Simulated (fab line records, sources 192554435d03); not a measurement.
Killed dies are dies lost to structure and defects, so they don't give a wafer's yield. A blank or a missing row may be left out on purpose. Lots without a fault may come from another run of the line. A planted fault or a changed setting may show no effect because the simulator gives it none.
fab line records | flow n5_finfet
record lots=23 wafers=69 last_day=18
route steps=1938 shown BEOL_M4@1058
lots that met no fault: from a run of the same line without faults
start_h: hours from the record's first day to the start of the lot's first wafer shown | wait_h: hours since the lot's step before | " the same as in the row above | L1.1+2: a row that stands for several wafers | - no value, or no start given | * or withheld: withheld | < > ~ a bound
route shown NAME@n: a module of which the file shows steps, and the number in the route of the first | usual: mean/standard deviation of fault-free wafers | same: alike in all rows | chamber/n: place in a boat | sites: the reading at each site | _std_site: their standard deviation | _edge_site: outer sites' mean less inner sites' | radius_mm: how far each site lies from the wafer's centre | mask NAME#n: copy n | behind: the tool/chamber that last shaped the wafer | hold: why the lot was held/for how many hours/how that ended | device: the transistor (n, p or np) that didn't switch | end of line: the same wafers' tests at the end of the route | a step without rows: its recipe alone | killed: dies lost to structure and defects at the first sort, not the wafer's yield | map: a wafer's dies, x killed, . not, _ none there
set.NAME: the setting as run; set.NAME@STEP: as run at that earlier step | model.NAME: the simulator's own value behind a step, which no gauge read
steps of the route over a sample of lots; a table a step, a row a wafer
services: from which hour (start_h, from the record's first day; less than 0 if before it) a tool's chamber was out of use, for how many hours, and why
## steps
# step N5_BEOL_M4_INSPECT_30
# recipe mode=adi inspect_instrument=brightfield
# usual raw_defect_count=410/85
# columns lot.wafer tool chamber start_h wait_h raw_defect_count
L074.1 defect_inspect-02 - 162.26 0.1 354
L074.4 " - " " 438
L074.6 " - " " 392
L075.2 defect_inspect-02 - 172.54 0.0 437
L075.3 " - " " 462
L075.6 " - " " 578
L076.1 defect_inspect-01 - 195.70 0.1 387
L076.3 " - " " 310
L076.6 " - " " 449
L078.2 defect_inspect-01 - 197.59 0.0 416
L078.3 " - " " 354
L078.5 " - " " 382
L081.1 defect_inspect-01 - 201.03 0.1 480
L081.2 " - " " 533
L081.4 " - " " 648
L077.2 defect_inspect-02 - 201.22 0.0 255
L077.4 " - " " 318
L077.6 " - " " 292
L079.1 defect_inspect-02 - 201.98 0.1 394
L079.5 " - " " 384
L079.6 " - " " 299
L080.1 defect_inspect-02 - 204.26 0.1 461
L080.3 " - " " 477
L080.5 " - " " 347
L082.2 defect_inspect-02 - 204.44 0.0 452
L082.3 " - " " 376
L082.4 " - " " 364
L083.1 defect_inspect-01 - 209.32 0.1 407
L083.5 " - " " 449
L083.6 " - " " 463
L084.3 defect_inspect-01 - 213.90 0.1 389
L084.4 " - " " 406
L084.6 " - " " 300
L085.1 defect_inspect-01 - 236.39 0.1 619
L085.3 " - " " 468
L085.5 " - " " 443
L086.1 defect_inspect-02 - 245.60 0.1 491
L086.3 " - " " 320
L086.6 " - " " 428
L088.1 defect_inspect-01 - 257.70 0.1 465
L088.4 " - " " 315
L088.5 " - " " 395
L091.2 defect_inspect-01 - 262.70 0.0 414
L091.3 " - " " 339
L091.5 " - " " 340
L089.1 defect_inspect-01 - 264.54 0.2 483
L089.4 " - " " 457
L089.6 " - " " 296
L090.3 defect_inspect-02 - 269.48 0.0 499
L090.4 " - " " 354
L090.6 " - " " 366
L093.3 defect_inspect-02 - 278.92 0.0 436
L093.5 " - " " 261
L093.6 " - " " 279
L092.1 defect_inspect-01 - 282.58 0.1 380
L092.2 " - " " 415
L092.5 " - " " 353
L094.2 defect_inspect-02 - 283.66 0.0 534
L094.3 " - " " 470
L094.6 " - " " 472
L095.2 defect_inspect-01 - 297.74 0.0 402
L095.5 " - " " 381
L095.6 " - " " 463
L097.2 defect_inspect-01 - 304.98 0.0 471
L097.3 " - " " 476
L097.6 " - " " 383
L096.4 defect_inspect-02 - 308.38 0.0 461
L096.5 " - " " 359
L096.6 " - " " 472
# step N5_BEOL_M4_ETCH_77
# recipe chemistry=N2/H2 target=underlayer target_depth_a=65 mask_material=CAR-EUV time_s=5.2 ion_energy_ev=200 pressure_mtorr=30 source_w=840 bias_w=150 n2_flow_sccm=200 h2_flow_sccm=200 ends=cleared
# usual drypump_motor_current_A=6.0/0.44 etch_rf_on_time_s=5.26/0.13 oes_product_au=0.68/0.079 rf_vpp_V=524.3/3 showerhead_plenum_p_Torr=2.56/0.096 throttle_valve_pct=17.78/0.27
# columns lot.wafer tool chamber start_h wait_h drypump_motor_current_A etch_rf_on_time_s oes_product_au rf_hours_counter_h rf_vpp_V showerhead_plenum_p_Torr throttle_valve_pct
L074.1 rie_diel-06 1 162.56 0.0 5.7 5.36 0.70 79 522.7 2.47 17.65
L074.4 " 0 " " 6.4 5.34 0.64 - 523.7 2.57 17.78
L074.6 " 2 " " 4.9 5.18 0.62 - 523.4 2.53 18.04
L075.2 rie_diel-02 3 173.36 0.0 6.8 5.43 0.58 229 525.3 2.49 18.27
L075.3 " 0 " " 5.8 5.27 0.62 175 520.7 2.41 17.62
L075.6 " 3 " " 6.8 5.39 0.56 - 524.6 2.49 18.27
L076.1 rie_diel-06 3 196.35 0.0 6.4 5.24 0.67 138 528.6 2.66 17.91
L076.3 " 1 " " 5.8 5.43 0.67 96 520.2 2.46 17.70
L076.6 " 2 " " 4.9 5.29 0.62 - 522.9 2.52 18.07
L078.2 rie_diel-04 2 197.66 0.0 6.0 5.10 0.70 85 526.8 2.67 17.87
L078.3 " 0 " " 5.9 5.47 0.73 49 528.7 2.71 18.15
L078.5 " 0 " " 5.9 5.42 0.72 - 525.9 2.71 18.17
L081.1 rie_diel-02 0 201.29 0.0 5.8 5.33 0.61 186 522.1 2.41 17.65
L081.2 " 3 " " 6.8 5.42 0.56 240 521.6 2.49 18.27
L081.4 " 2 " " 5.9 5.09 0.59 246 523.3 2.48 17.72
L077.2 rie_diel-04 2 201.35 0.0 6.0 5.09 0.70 87 529.4 2.67 17.84
L077.4 " 0 " " 5.9 5.44 0.72 - 528.4 2.71 18.17
L077.6 " 1 " " 5.9 5.24 0.79 - 526.5 2.60 17.58
L079.1 rie_diel-02 3 202.10 0.0 6.8 5.38 0.57 240 523.7 2.49 18.29
L079.5 " 2 " " 5.9 5.08 0.60 - 521.7 2.48 17.70
L079.6 " 1 " " 6.3 5.24 0.72 - 525.0 2.57 17.70
L080.1 rie_diel-04 2 204.33 0.0 5.9 5.19 0.70 89 525.5 2.67 17.83
L080.3 " 1 " " 5.9 5.32 0.78 7 526.5 2.60 17.54
L080.5 " 2 " " 6.0 5.14 0.70 - 526.6 2.67 17.84
L082.2 rie_diel-02 3 204.51 0.0 6.8 5.40 0.56 241 523.2 2.49 18.28
L082.3 " 0 " " 5.8 5.27 0.61 188 519.4 2.41 17.66
L082.4 " 2 " " 5.9 5.10 0.60 247 521.6 2.48 17.71
L083.1 rie_diel-06 3 209.39 0.0 6.4 5.24 0.66 143 525.9 2.66 17.91
L083.5 " 1 " " 5.8 5.43 0.68 - 520.5 2.46 17.71
L083.6 " 0 " " 6.4 5.25 0.63 - 523.5 2.56 17.80
L084.3 rie_diel-06 1 213.97 0.0 5.7 5.44 0.67 103 522.9 2.46 17.68
L084.4 " 0 " " 6.4 5.30 0.63 148 524.1 2.56 17.85
L084.6 " 2 " " 4.9 5.21 0.61 - 522.1 2.52 18.09
L085.1 rie_diel-02 1 236.46 0.0 6.3 5.41 0.68 76 524.5 2.56 17.70
L085.3 " 2 " " 5.9 5.32 0.86 0 521.0 2.48 17.32
L085.5 " 0 " " 5.8 5.39 0.60 - 518.3 2.40 17.66
L086.1 rie_diel-02 1 245.68 0.0 6.3 5.33 0.69 80 525.0 2.56 17.73
L086.3 " 2 " " 5.9 5.17 0.83 4 521.2 2.48 17.32
L086.6 " 2 " " 5.9 5.17 0.85 - 522.1 2.48 17.32
L088.1 rie_diel-06 3 258.10 0.0 6.4 5.22 0.64 160 527.8 2.65 17.94
L088.4 " 0 " " 6.4 5.25 0.62 164 522.6 2.55 17.87
L088.5 " 3 " " 6.4 5.23 0.64 - 525.8 2.65 17.95
L091.2 rie_diel-06 2 262.77 0.0 4.9 5.25 0.61 245 522.8 2.51 18.13
L091.3 " 3 " " 6.4 5.26 0.64 162 526.4 2.65 17.97
L091.5 " 3 " " 6.4 5.22 0.65 - 527.1 2.65 17.97
L089.1 rie_diel-04 0 264.61 0.0 5.9 5.42 0.69 69 527.3 2.70 18.19
L089.4 " 2 " " 6.0 5.12 0.68 108 529.4 2.66 17.86
L089.6 " 0 " " 5.9 5.43 0.71 - 530.2 2.70 18.17
L090.3 rie_diel-02 3 269.55 0.0 6.8 5.42 0.79 5 524.9 2.48 17.79
L090.4 " 2 " " 5.9 5.22 0.82 14 522.5 2.47 17.35
L090.6 " 0 " " 5.8 5.39 0.59 - 520.2 2.40 17.70
L093.3 rie_diel-06 0 278.98 0.0 6.4 5.32 0.61 172 524.5 2.55 17.86
L093.5 " 3 " " 6.4 5.15 0.65 - 525.2 2.65 17.96
L093.6 " 0 " " 6.4 5.26 0.61 - 523.3 2.55 17.89
L092.1 rie_diel-02 2 282.65 0.0 5.9 5.20 0.81 18 523.3 2.47 17.36
L092.2 " 3 " " 6.8 5.35 0.77 9 520.9 2.48 17.76
L092.5 " 1 " " 6.3 5.35 0.68 - 525.9 2.56 17.77
L094.2 rie_diel-04 0 283.72 0.0 5.9 5.44 0.70 76 528.6 2.70 18.22
L094.3 " 3 " " 5.9 4.91 0.79 26 530.8 2.71 17.22
L094.6 " 3 " " 5.8 4.90 0.79 - 529.2 2.71 17.23
L095.2 rie_diel-06 0 298.18 0.0 6.4 5.27 0.61 180 522.9 2.54 17.88
L095.5 " 2 " " 4.9 4.98 0.86 - 520.4 2.51 17.72
L095.6 " 3 " " 6.4 5.18 0.64 - 526.3 2.64 17.98
L097.2 rie_diel-04 0 305.05 0.0 5.9 5.44 0.68 83 528.1 2.69 18.20
L097.3 " 1 " " 5.8 5.26 0.73 38 524.7 2.58 17.63
L097.6 " 3 " " 5.8 5.01 0.77 - 527.7 2.71 17.26
L096.4 rie_diel-04 2 308.45 0.0 6.0 5.17 0.66 125 528.8 2.65 17.90
L096.5 " 1 " " 5.8 5.28 0.72 - 525.1 2.58 17.63
L096.6 " 2 " " 6.0 5.17 0.66 - 528.1 2.65 17.92
# step N5_BEOL_M4_ETCH_69
# recipe chemistry=CF4 target=SiARC target_depth_a=156 mask_material=CAR-EUV time_s=26 ion_energy_ev=80 pressure_mtorr=40 source_w=545 bias_w=36 Ar_flow_sccm=100 cf4_flow_sccm=100 ends=cleared
# usual drypump_motor_current_A=6.0/0.43 etch_rf_on_time_s=26.3/0.67 oes_product_au=0.68/0.079 rf_vpp_V=184.3/1.2 showerhead_plenum_p_Torr=2.16/0.073 throttle_valve_pct=15.54/0.2
# columns lot.wafer tool chamber start_h wait_h drypump_motor_current_A etch_rf_on_time_s oes_product_au rf_hours_counter_h rf_vpp_V showerhead_plenum_p_Torr throttle_valve_pct
L074.1 rie_diel-06 1 162.58 0.0 5.8 27.1 0.69 79 182.2 2.08 15.39
L074.4 " 0 " " 6.4 26.5 0.65 - 184.6 2.16 15.47
L074.6 " 2 " " 4.9 25.9 0.62 - 185.4 2.12 15.60
L075.2 rie_diel-02 3 173.37 0.0 6.8 27.1 0.57 229 184.5 2.10 16.05
L075.3 " 0 " " 5.8 26.4 0.63 175 183.5 2.04 15.47
L075.6 " 3 " " 6.8 27.2 0.57 - 184.7 2.11 16.06
L076.1 rie_diel-06 3 196.36 0.0 6.4 26.2 0.67 138 184.7 2.24 15.57
L076.3 " 1 " " 5.8 27.2 0.68 97 183.3 2.08 15.43
L076.6 " 2 " " 4.9 26.1 0.62 - 184.9 2.12 15.62
L078.2 rie_diel-04 2 197.67 0.0 6.0 25.4 0.70 85 185.2 2.25 15.58
L078.3 " 0 " " 5.9 26.9 0.72 49 185.6 2.23 15.57
L078.5 " 0 " " 5.9 26.8 0.74 - 185.8 2.23 15.57
L081.1 rie_diel-02 0 201.31 0.0 5.8 26.3 0.62 186 181.9 2.03 15.50
L081.2 " 3 " " 6.8 26.9 0.57 240 182.9 2.10 16.08
L081.4 " 2 " " 5.8 25.8 0.59 246 185.6 2.13 15.83
L077.2 rie_diel-04 2 201.36 0.0 5.9 25.6 0.70 87 184.3 2.25 15.60
L077.4 " 0 " " 5.9 27.1 0.73 - 185.2 2.23 15.57
L077.6 " 1 " " 5.8 26.3 0.80 - 183.0 2.18 15.27
L079.1 rie_diel-02 3 202.12 0.0 6.8 26.9 0.57 240 184.1 2.10 16.08
L079.5 " 2 " " 5.9 25.5 0.60 - 183.3 2.13 15.83
L079.6 " 1 " " 6.3 26.2 0.71 - 184.8 2.17 15.54
L080.1 rie_diel-04 2 204.35 0.0 6.0 25.5 0.70 89 185.7 2.25 15.60
L080.3 " 1 " " 5.8 26.3 0.79 7 183.8 2.17 15.27
L080.5 " 2 " " 6.0 25.6 0.70 - 185.6 2.25 15.58
L082.2 rie_diel-02 3 204.53 0.0 6.8 27.0 0.56 241 182.1 2.10 16.08
L082.3 " 0 " " 5.8 26.4 0.62 188 183.2 2.03 15.49
L082.4 " 2 " " 5.9 25.7 0.60 247 185.2 2.13 15.83
L083.1 rie_diel-06 3 209.41 0.0 6.4 26.4 0.66 143 186.1 2.24 15.59
L083.5 " 1 " " 5.8 27.2 0.67 - 183.1 2.07 15.45
L083.6 " 0 " " 6.4 26.4 0.64 - 183.7 2.16 15.51
L084.3 rie_diel-06 1 213.98 0.0 5.8 27.1 0.67 103 184.1 2.07 15.43
L084.4 " 0 " " 6.4 26.2 0.63 148 184.2 2.16 15.51
L084.6 " 2 " " 5.0 26.2 0.61 - 184.9 2.12 15.65
L085.1 rie_diel-02 1 236.47 0.0 6.3 26.4 0.69 76 183.7 2.17 15.59
L085.3 " 2 " " 5.9 26.3 0.86 0 183.5 2.13 15.37
L085.5 " 0 " " 5.8 26.7 0.60 - 182.3 2.03 15.53
L086.1 rie_diel-02 1 245.70 0.0 6.3 26.4 0.69 80 185.5 2.17 15.57
L086.3 " 2 " " 5.9 26.3 0.84 4 183.6 2.13 15.37
L086.6 " 2 " " 5.9 26.3 0.83 - 183.5 2.13 15.38
L088.1 rie_diel-06 3 258.11 0.0 6.4 26.1 0.65 160 185.4 2.23 15.59
L088.4 " 0 " " 6.4 26.4 0.62 164 183.7 2.15 15.55
L088.5 " 3 " " 6.4 26.4 0.65 - 186.2 2.23 15.60
L091.2 rie_diel-06 2 262.78 0.0 4.9 25.9 0.60 245 182.4 2.11 15.68
L091.3 " 3 " " 6.4 26.1 0.64 162 184.6 2.23 15.60
L091.5 " 3 " " 6.4 26.0 0.65 - 183.9 2.23 15.61
L089.1 rie_diel-04 0 264.63 0.0 5.9 26.8 0.71 69 184.9 2.22 15.61
L089.4 " 2 " " 6.0 25.6 0.68 108 185.9 2.24 15.63
L089.6 " 0 " " 5.9 26.8 0.71 - 183.9 2.22 15.62
L090.3 rie_diel-02 3 269.56 0.0 6.8 27.2 0.79 5 182.6 2.09 15.56
L090.4 " 2 " " 5.9 26.4 0.82 14 182.6 2.12 15.39
L090.6 " 0 " " 5.8 27.0 0.59 - 181.9 2.02 15.56
L093.3 rie_diel-06 0 279.00 0.0 6.4 26.3 0.61 172 185.0 2.15 15.57
L093.5 " 3 " " 6.4 26.1 0.63 - 184.7 2.23 15.62
L093.6 " 0 " " 6.4 26.4 0.62 - 182.9 2.15 15.56
L092.1 rie_diel-02 2 282.66 0.0 5.9 26.0 0.80 18 183.8 2.12 15.40
L092.2 " 3 " " 6.8 26.9 0.78 9 183.2 2.09 15.57
L092.5 " 1 " " 6.3 26.5 0.68 - 183.6 2.16 15.61
L094.2 rie_diel-04 0 283.74 0.0 6.0 27.4 0.69 76 187.2 2.22 15.63
L094.3 " 3 " " 5.8 24.8 0.79 26 184.8 2.28 15.10
L094.6 " 3 " " 5.8 24.8 0.79 - 186.6 2.28 15.09
L095.2 rie_diel-06 0 298.20 0.0 6.4 26.5 0.60 180 185.3 2.14 15.58
L095.5 " 2 " " 4.9 25.5 0.86 - 184.0 2.11 15.20
L095.6 " 3 " " 6.4 26.5 0.63 - 184.5 2.23 15.65
L097.2 rie_diel-04 0 305.06 0.0 5.9 27.0 0.69 83 185.7 2.22 15.63
L097.3 " 1 " " 5.8 26.2 0.73 38 185.2 2.16 15.35
L097.6 " 3 " " 5.8 24.5 0.79 - 186.3 2.28 15.12
L096.4 rie_diel-04 2 308.46 0.0 5.9 25.9 0.66 125 185.7 2.23 15.65
L096.5 " 1 " " 5.9 26.2 0.73 - 184.3 2.16 15.33
L096.6 " 2 " " 5.9 26.1 0.66 - 185.7 2.23 15.65
# step N5_BEOL_M4_ETCH_41
# recipe chemistry=CH3F/O2 target=SiCN target_depth_a=299 taper_deg=2 time_s=52.5 ion_energy_ev=120 mask_material=TiN pressure_mtorr=30 source_w=395 bias_w=75 Ar_flow_sccm=150 CH3F_flow_sccm=30 O2_flow_sccm=20
# usual drypump_motor_current_A=6.0/0.45 oes_product_au=0.80/0.091 rf_vpp_V=297.7/1.7 showerhead_plenum_p_Torr=2.01/0.072 throttle_valve_pct=16.22/0.18
# columns lot.wafer tool chamber start_h wait_h drypump_motor_current_A oes_product_au rf_hours_counter_h rf_vpp_V showerhead_plenum_p_Torr throttle_valve_pct
L074.1 rie_diel-06 1 - - 5.8 0.81 85 296.9 1.94 16.12
L074.4 " 2 " " 4.9 0.72 - 296.1 1.98 16.35
L074.6 " 0 " " 6.4 0.76 - 298.6 2.01 16.14
L075.2 rie_diel-04 2 - - 6.0 0.84 75 300.0 2.09 16.20
L075.3 " 0 " " 5.9 0.87 39 300.2 2.09 16.23
L075.6 " 0 " " 5.9 0.87 - 299.6 2.09 16.23
L076.1 rie_diel-04 2 - - 5.9 0.82 86 298.8 2.09 16.21
L076.3 " 1 " " 5.9 0.94 5 299.2 2.06 16.11
L076.6 " 0 " " 5.9 0.85 - 298.8 2.09 16.27
L078.2 rie_diel-06 1 - - 5.8 0.78 98 295.0 1.94 16.16
L078.3 " 3 " " 6.4 0.77 139 299.7 2.08 16.18
L078.5 " 1 " " 5.8 0.79 - 296.6 1.94 16.16
L081.1 rie_diel-04 2 - - 5.9 0.82 88 300.4 2.09 16.20
L081.2 " 1 " " 5.8 0.93 7 300.1 2.05 16.12
L081.4 " 0 " " 5.9 0.85 - 299.0 2.09 16.28
L077.2 rie_diel-04 1 - - 5.8 0.92 8 297.2 2.05 16.11
L077.4 " 2 " " 5.9 0.82 89 300.1 2.09 16.21
L077.6 " 0 " " 5.9 0.84 - 300.8 2.09 16.26
L079.1 rie_diel-06 1 - - 5.8 0.79 101 295.0 1.94 16.15
L079.5 " 3 " " 6.4 0.77 - 299.3 2.08 16.19
L079.6 " 0 " " 6.3 0.73 - 296.2 2.01 16.15
L080.1 rie_diel-02 2 - - 5.8 0.70 249 297.0 1.99 16.51
L080.3 " 0 " " 5.7 0.71 190 295.5 1.88 16.13
L080.5 " 0 " " 5.8 0.71 - 295.3 1.88 16.12
L082.2 rie_diel-04 1 - - 5.9 0.92 9 297.4 2.05 16.12
L082.3 " 3 " " 5.8 0.99 2 301.3 2.14 15.72
L082.4 " 0 " " 5.9 0.84 54 299.4 2.08 16.26
L083.1 rie_diel-02 1 - - 6.3 0.81 72 298.1 2.04 16.36
L083.5 " 1 " " 6.3 0.81 - 298.3 2.04 16.37
L083.6 " 0 " " 5.8 0.71 - 296.2 1.88 16.13
L084.3 rie_diel-06 0 - - 6.4 0.72 153 297.4 2.00 16.19
L084.4 " 1 " " 5.8 0.77 108 296.1 1.94 16.17
L084.6 " 3 " " 6.4 0.77 - 299.2 2.08 16.19
L085.1 rie_diel-02 1 - - 6.3 0.81 76 297.9 2.04 16.37
L085.3 " 0 " " 5.8 0.70 203 296.6 1.88 16.16
L085.5 " 0 " " 5.8 0.70 - 295.3 1.88 16.15
L086.1 rie_diel-04 0 - - 5.9 0.85 64 299.8 2.08 16.29
L086.3 " 3 " " 5.8 0.95 13 298.6 2.14 15.74
L086.6 " 0 " " 5.9 0.84 - 298.9 2.08 16.29
L088.1 rie_diel-06 0 - - 6.4 0.72 166 297.8 2.00 16.20
L088.4 " 3 " " 6.4 0.75 162 299.0 2.07 16.26
L088.5 " 0 " " 6.3 0.72 - 295.7 2.00 16.21
L091.2 rie_diel-04 1 - - 5.8 0.88 26 297.3 2.05 16.15
L091.3 " 3 " " 5.8 0.93 20 300.1 2.13 15.73
L091.5 " 1 " " 5.8 0.89 - 299.4 2.05 16.15
L089.1 rie_diel-02 3 - - 6.8 0.94 4 297.2 1.97 16.34
L089.4 " 1 " " 6.3 0.79 89 298.3 2.04 16.41
L089.6 " 0 " " 5.8 0.69 - 295.1 1.88 16.18
L090.3 rie_diel-06 3 - - 6.4 0.75 166 300.3 2.07 16.24
L090.4 " 1 " " 5.7 0.76 125 295.9 1.93 16.18
L090.6 " 0 " " 6.3 0.72 - 297.5 2.00 16.20
L093.3 rie_diel-02 2 - - 5.9 0.94 18 296.3 1.98 16.12
L093.5 " 0 " " 5.8 0.69 - 295.6 1.87 16.18
L093.6 " 3 " " 6.8 0.93 - 296.5 1.96 16.36
L092.1 rie_diel-04 1 - - 5.9 0.87 32 298.8 2.05 16.17
L092.2 " 2 " " 6.0 0.79 117 298.1 2.08 16.26
L092.5 " 2 " " 6.0 0.79 - 299.6 2.08 16.26
L094.2 rie_diel-06 3 - - 6.4 0.75 173 298.1 2.07 16.26
L094.3 " 1 " " 5.7 0.75 132 296.4 1.93 16.21
L094.6 " 3 " " 6.4 0.75 - 297.8 2.07 16.25
L095.2 rie_diel-02 0 - - 5.8 0.68 227 294.6 1.87 16.20
L095.5 " 3 " " 6.8 0.90 - 296.9 1.96 16.36
L095.6 " 2 " " 5.9 0.93 - 297.4 1.98 16.11
L097.2 rie_diel-06 2 - - 4.9 0.96 6 294.7 1.97 15.97
L097.3 " 3 " " 6.4 0.74 183 299.1 2.06 16.27
L097.6 " 3 " " 6.4 0.74 - 297.9 2.06 16.29
L096.4 rie_diel-02 0 - - 5.8 0.68 230 296.5 1.87 16.21
L096.5 " 3 " " 6.8 0.90 - 296.5 1.96 16.37
L096.6 " 0 " " 5.8 0.67 - 294.5 1.87 16.19
# step N5_BEOL_M4_DEGAS_44
# recipe ambient=vacuum temp_c=250 time_s=60
# usual heater_power_w=329/42
# columns lot.wafer tool chamber start_h wait_h heater_power_w
L074.1 pvd_sputter-01 - 171.71 0.1 301
L074.4 " - " " 350
L074.6 " - " " 336
L075.2 pvd_sputter-03 - 174.97 0.6 270
L075.3 " - " " 370
L075.6 " - " " 296
L076.1 pvd_sputter-03 - 199.75 0.2 300
L076.3 " - " " 315
L076.6 " - " " 381
L078.2 pvd_sputter-03 - 199.91 0.3 319
L078.3 " - " " 374
L078.5 " - " " 262
L081.1 pvd_sputter-01 - 203.78 0.3 348
L081.2 " - " " 307
L081.4 " - " " 345
L077.2 pvd_sputter-03 - 207.42 0.3 316
L077.4 " - " " 381
L077.6 " - " " 294
L079.1 pvd_sputter-03 - 207.80 0.3 299
L079.5 " - " " 265
L079.6 " - " " 313
L080.1 pvd_sputter-01 - 210.57 0.3 337
L080.3 " - " " 355
L080.5 " - " " 341
L082.2 pvd_sputter-02 - 212.17 0.9 322
L082.3 " - " " 400
L082.4 " - " " 399
L083.1 pvd_sputter-02 - 216.85 0.2 402
L083.5 " - " " 406
L083.6 " - " " 321
L084.3 pvd_sputter-02 - 229.53 0.2 329
L084.4 " - " " 307
L084.6 " - " " 398
L085.1 pvd_sputter-01 - 239.02 0.7 364
L085.3 " - " " 298
L085.5 " - " " 344
L086.1 pvd_sputter-03 - 249.73 0.1 291
L086.3 " - " " 263
L086.6 " - " " 364
L088.1 pvd_sputter-03 - 263.96 0.4 315
L088.4 " - " " 361
L088.5 " - " " 253
L091.2 pvd_sputter-03 - 268.22 0.1 266
L091.3 " - " " 369
L091.5 " - " " 380
L089.1 pvd_sputter-03 - 268.98 0.4 366
L089.4 " - " " 265
L089.6 " - " " 374
L090.3 pvd_sputter-02 - 273.11 0.5 320
L090.4 " - " " 308
L090.6 " - " " 320
L093.3 pvd_sputter-02 - 282.19 0.2 322
L093.5 " - " " 385
L093.6 " - " " 398
L092.1 pvd_sputter-02 - 286.69 0.3 394
L092.2 " - " " 400
L092.5 " - " " 302
L094.2 pvd_sputter-03 - 286.79 0.4 295
L094.3 " - " " 375
L094.6 " - " " 280
L095.2 pvd_sputter-01 - 304.01 0.3 343
L095.5 " - " " 326
L095.6 " - " " 350
L097.2 pvd_sputter-03 - 310.64 0.3 315
L097.3 " - " " 267
L097.6 " - " " 316
L096.4 pvd_sputter-01 - 311.03 0.1 372
L096.5 " - " " 310
L096.6 " - " " 335
# step N5_BEOL_M4_SPUTTER_90
# recipe material=Cu target_thk_a=45 temp_c=-20 chamber_pressure_pa=0.07 power_w=withheld time_s=8.29
# usual chuck_sensor_temp_C=-15.6/0.39 substrate_temp_c=-20.02/0.11 throttle_valve_pct=29.8/1
# columns lot.wafer tool chamber start_h wait_h chuck_sensor_temp_C substrate_temp_c throttle_valve_pct
L074.1 pvd_sputter-03 - 173.38 0.1 -16.0 -20.09 29.7
L074.4 " - " " -15.5 -20.03 30.4
L074.6 " - " " -15.3 -19.96 30.9
L075.2 pvd_sputter-01 - 177.03 0.1 -15.1 -19.99 30.4
L075.3 " - " " -16.2 -20.14 29.3
L075.6 " - " " -14.9 -19.85 30.1
L076.1 pvd_sputter-02 - 201.43 0.1 -16.0 -19.97 30.0
L076.3 " - " " -15.2 -19.96 27.7
L076.6 " - " " -15.9 -20.26 30.7
L078.2 pvd_sputter-01 - 201.68 0.1 -15.7 -19.99 29.9
L078.3 " - " " -15.0 -20.04 30.6
L078.5 " - " " -15.8 -20.10 30.2
L081.1 pvd_sputter-03 - 205.78 0.1 -15.3 -19.98 30.9
L081.2 " - " " -15.7 -19.89 31.3
L081.4 " - " " -15.6 -19.99 30.3
L077.2 pvd_sputter-02 - 209.09 0.1 -16.0 -20.16 29.8
L077.4 " - " " -15.3 -19.81 29.0
L077.6 " - " " -15.3 -20.03 28.7
L079.1 pvd_sputter-02 - 210.97 0.1 -16.1 -19.97 29.8
L079.5 " - " " -16.0 -20.10 29.9
L079.6 " - " " -15.4 -20.04 29.2
L080.1 pvd_sputter-03 - 212.29 0.1 -15.5 -19.74 30.1
L080.3 " - " " -15.5 -19.92 31.2
L080.5 " - " " -16.0 -19.94 29.7
L082.2 pvd_sputter-03 - 214.59 0.1 -16.3 -20.09 29.5
L082.3 " - " " -15.7 -19.99 31.4
L082.4 " - " " -15.4 -20.07 30.9
L083.1 pvd_sputter-03 - 220.74 0.1 -16.1 -20.03 29.7
L083.5 " - " " -15.5 -20.01 29.8
L083.6 " - " " -15.6 -19.90 30.6
L084.3 pvd_sputter-03 - 231.29 0.1 -15.5 -19.94 30.0
L084.4 " - " " -15.5 -20.03 30.7
L084.6 " - " " -15.3 -20.05 30.6
L085.1 pvd_sputter-03 - 240.77 0.1 -15.8 -19.94 31.0
L085.3 " - " " -15.4 -20.01 30.1
L085.5 " - " " -15.5 -20.08 30.9
L086.1 pvd_sputter-01 - 251.42 0.1 -16.2 -20.17 29.4
L086.3 " - " " -14.9 -20.09 29.9
L086.6 " - " " -15.2 -20.11 30.0
L088.1 pvd_sputter-03 - 267.34 0.1 -16.2 -20.09 29.7
L088.4 " - " " -15.6 -20.13 29.9
L088.5 " - " " -15.5 -20.22 30.1
L091.2 pvd_sputter-02 - 270.07 0.1 -16.0 -19.84 30.5
L091.3 " - " " -15.2 -20.12 29.0
L091.5 " - " " -15.2 -20.06 27.7
L089.1 pvd_sputter-02 - 271.95 0.1 -15.9 -20.03 30.5
L089.4 " - " " -15.3 -19.97 29.0
L089.6 " - " " -15.1 -20.18 27.8
L090.3 pvd_sputter-02 - 274.77 0.1 -15.3 -20.06 28.7
L090.4 " - " " -15.2 -20.21 27.5
L090.6 " - " " -15.1 -20.02 27.3
L093.3 pvd_sputter-03 - 285.67 0.1 -16.1 -19.76 29.8
L093.5 " - " " -15.4 -19.90 30.9
L093.6 " - " " -15.7 -20.04 30.1
L092.1 pvd_sputter-02 - 288.69 0.1 -16.0 -20.01 29.8
L092.2 " - " " -15.1 -20.02 27.8
L092.5 " - " " -15.8 -20.01 30.6
L094.2 pvd_sputter-03 - 288.97 0.1 -15.6 -19.74 30.9
L094.3 " - " " -15.5 -20.08 30.5
L094.6 " - " " -15.5 -19.88 31.2
L095.2 pvd_sputter-01 - 305.79 0.1 -16.2 -20.10 29.1
L095.5 " - " " -14.8 -20.03 29.7
L095.6 " - " " -16.3 -20.06 29.0
L097.2 pvd_sputter-02 - 312.32 0.1 -15.2 -20.04 27.7
L097.3 " - " " -16.0 -19.91 30.4
L097.6 " - " " -15.4 -20.04 28.8
L096.4 pvd_sputter-03 - 313.63 0.1 -15.6 -19.98 30.9
L096.5 " - " " -15.6 -20.14 31.2
L096.6 " - " " -16.1 -20.10 29.7
## services
# columns tool chamber start_h hours kind
rie_diel-02 - 158.13 14.6 pm
rie_diel-04 1 166.78 - clean
rie_diel-04 1 166.78 - consumable_replace:focus_ring
rie_diel-04 1 166.78 21.4 scheduled_down
rie_diel-04 1 166.78 21.4 vent_cycle
rie_diel-04 3 188.31 - clean
rie_diel-04 3 188.31 - consumable_replace:focus_ring
rie_diel-04 3 188.31 - consumable_replace:showerhead
rie_diel-04 3 188.31 15.4 scheduled_down
rie_diel-04 3 188.31 15.4 vent_cycle
rie_diel-06 2 189.17 6.4 repair
rie_diel-06 - 195.09 0.2 repair
rie_diel-02 2 211.37 - clean
rie_diel-02 2 211.37 - consumable_replace:focus_ring
rie_diel-02 2 211.37 23.8 scheduled_down
rie_diel-02 2 211.37 23.8 vent_cycle
rie_diel-02 3 235.38 - clean
rie_diel-02 3 235.38 - consumable_replace:focus_ring
rie_diel-06 2 274.97 - clean
rie_diel-06 2 274.97 - consumable_replace:focus_ring
rie_diel-06 2 274.97 20.6 scheduled_down
rie_diel-06 2 274.97 20.6 vent_cycle
rie_diel-06 - 279.75 0.6 repair
## key
fault none
